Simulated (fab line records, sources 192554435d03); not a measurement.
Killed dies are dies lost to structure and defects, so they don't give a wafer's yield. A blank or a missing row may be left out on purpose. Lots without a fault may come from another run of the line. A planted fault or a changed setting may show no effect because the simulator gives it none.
Chamber matching | flow n5_finfet | N5_HKMG_FIN_STRIP_89 on rie_diel-04: 4 sister chambers
The step strips SOC in N2/H2, time 20 s. 14 wafers are shown with their chamber, then 7 later ones without.

WAFERS WITH THEIR CHAMBER
wafer  | chamber | showerhead_plenum_p_Torr (Torr) | drypump_motor_current_A (A) | throttle_valve_pct (%)
L075.1 | 1       | 3.33                            | 5.43                        | 18.5
L075.5 | 0       | 3.45                            | 6.22                        | 19.1
L075.6 | 1       | 3.33                            | 5.42                        | 18.4
L080.4 | 3       | 3.25                            | 6.18                        | 18.7
L080.5 | 3       | 3.25                            | 6.11                        | 18.7
L080.6 | 0       | 3.44                            | 6.26                        | 19.1
L081.1 | 1       | 3.32                            | 5.43                        | 18.5
L081.2 | 0       | 3.44                            | 6.25                        | 19.1
L081.5 | 2       | 3.49                            | 5.48                        | 18.7
L082.1 | 2       | 3.49                            | 5.47                        | 18.8
L082.3 | 0       | 3.44                            | 6.21                        | 19.1
L082.5 | 1       | 3.32                            | 5.41                        | 18.5
L085.1 | 1       | 3.32                            | 5.42                        | 18.5
L085.4 | 0       | 3.44                            | 6.25                        | 19.1

SIGNATURES (means of the wafers above)
reading                  | chamber 0 | chamber 1 | chamber 2 | chamber 3 | scatter within a chamber
showerhead_plenum_p_Torr | 3.4420    | 3.3240    | 3.4900    | 3.2500    | 0.00447
drypump_motor_current_A  | 6.2380    | 5.4220    | 5.4750    | 6.1450    | 0.0216
throttle_valve_pct       | 19.100    | 18.480    | 18.750    | 18.700    | 0.0361
Rule: a wafer's distance from a chamber is the root of the sum, over the readings, of the square of ((its reading less the chamber's mean) divided by the reading's scatter). The wafer belongs to the nearest chamber; if the next one is less than 2 further off, it can't be placed. The scatter: the root of (the sum of the squares of (reading less its chamber's mean) over the shown wafers, divided by (wafers less chambers)).

WAFERS WITHOUT THEIR CHAMBER
wafer  | showerhead_plenum_p_Torr (Torr) | drypump_motor_current_A (A) | throttle_valve_pct (%)
L085.5 | 3.49                            | 5.49                        | 18.8
L086.2 | 3.24                            | 6.17                        | 18.7
L086.5 | 3.24                            | 6.16                        | 18.7
L086.6 | 3.49                            | 5.49                        | 18.8
L096.1 | 3.42                            | 6.24                        | 19.2
L096.2 | 3.47                            | 5.48                        | 18.8
L096.3 | 3.23                            | 6.19                        | 18.8

WHICH CHAMBER EACH WENT THROUGH
wafer  | from the rows above | in truth
L085.5 | 2                   | 2
L086.2 | 3                   | 3
L086.5 | 3                   | 3
L086.6 | 2                   | 2
L096.1 | 0                   | 0
L096.2 | 2                   | 2
L096.3 | 3                   | 3
Placed correctly: 7 of 7. Can't be placed from these rows: 0. Placed wrongly: 0.
